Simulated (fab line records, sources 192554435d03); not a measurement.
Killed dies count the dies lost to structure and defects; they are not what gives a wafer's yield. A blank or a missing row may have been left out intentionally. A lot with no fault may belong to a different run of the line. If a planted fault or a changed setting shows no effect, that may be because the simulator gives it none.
Problem report in the 8D (eight disciplines) form, filled by code + flow n5 finfet + the parts of the form that need people (team, actions taken, sign-off) are left out

1. PROBLEM STATEMENT
bias w at N5_BEOL_M11_ETCH_62 reads a mean of 157.7 W on 6 wafers of 2 lots; wafers without a fault read 150.1 W with a standard deviation of 0.45. Relative to the usual mean, that is a shift of +17 standard deviations.
The step: etches SOC in N2/H2, target depth 110 nm, overetch 22 nm, time 165 s.
First observed at day 12 14:02: wafer L639.1, on rie diel-03. Wafers with a number at this step in the record: 18, from 6 lots. The rule behind "out" and "out of limits": a value lying over 4 standard deviations away from the usual mean. The rest of the wafers with a number are treated as sound.

2. WHAT THIS IS AND IS NOT
| question                    | is                     | is not                                                                   |
|-----------------------------|------------------------|--------------------------------------------------------------------------|
| which readings at this step | bias w                 | drypump motor current A, showerhead plenum p Torr, throttle valve pct    |
| which lots                  | L639, L640             | L629, L632, L647, L652                                                   |
| which wafers of those lots  | all that have a number | -                                                                        |
| read on which tools         | rie diel-03            | rie diel-01, rie diel-05                                                 |
| when                        | from day 12 14:02      | up to then (6 sound wafers); but 6 sound wafers of L647, L652 came after |

3. SUSPECTS, AND WHAT RULES EACH OUT
Counting: a tool stays on the suspect list if, at a process step up to the reading, it processed all lots that are out and no sound lot following the first of them.
- rie diel-03 at N5_BEOL_M11_DESCUM_16 (chemistry O2, time 7.9 s): kept. All lots that are out passed through it, beginning with L639 at day 12 13:57, and no sound lot followed; its final sound lot before that point was L629 at day 10 09:46.
- rie diel-03 at N5_BEOL_M11_ETCH_61 (etches SiARC in CF4, target depth 39 nm, time 65 s): kept. All lots that are out passed through it, beginning with L639 at day 12 13:59, and no sound lot followed; its final sound lot before that point was L629 at day 10 09:47.
- rie diel-03 at N5_BEOL_M11_ETCH_62 (etches SOC in N2/H2, target depth 110 nm, overetch 22 nm, time 165 s): kept. All lots that are out passed through it, beginning with L639 at day 12 14:02, and no sound lot followed; its final sound lot before that point was L629 at day 10 09:50. Its own bias w readings are out on those wafers.
The count leaves rie diel-03 at N5_BEOL_M11_DESCUM_16, rie diel-03 at N5_BEOL_M11_ETCH_61, and rie diel-03 at N5_BEOL_M11_ETCH_62.

4. THE CAUSE (what the simulator had put in)
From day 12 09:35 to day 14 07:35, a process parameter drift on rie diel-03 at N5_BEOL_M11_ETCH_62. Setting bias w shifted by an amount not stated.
Of the 3 suspects that counting leaves, this tool is one.

5. SEQUENCE OF EFFECTS, ordered by route
Rows list readings where the struck wafers' mean (over those with a number) sits beyond 3 standard deviations from the usual. Only readings whose record carries a usual standard deviation are examined. hours: median over the lots of the time between each lot's start at the first step of this table that gives one and its start at this step. sigmas: the change, counted in usual standard deviations.
| hours | step                | reading  | usual   | on struck wafers | change | sigmas |
|-------|---------------------|----------|---------|------------------|--------|--------|
| 0     | N5_BEOL_M11_ETCH_62 | bias w   | 150.1 W | 157.7            | +7.6   | +17    |
| 0     | N5_BEOL_M11_ETCH_62 | rf vpp V | 524 V   | 539              | +15    | +4.6   |
Process steps it contains:
- N5_BEOL_M11_ETCH_62: etches SOC in N2/H2, target depth 110 nm, overetch 22 nm, time 165 s.

6. HOW IT WOULD HAVE BEEN CAUGHT EARLIER
In this record the first reading out of limits was taken at day 12 14:02, 4 hours after the fault began at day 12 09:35.
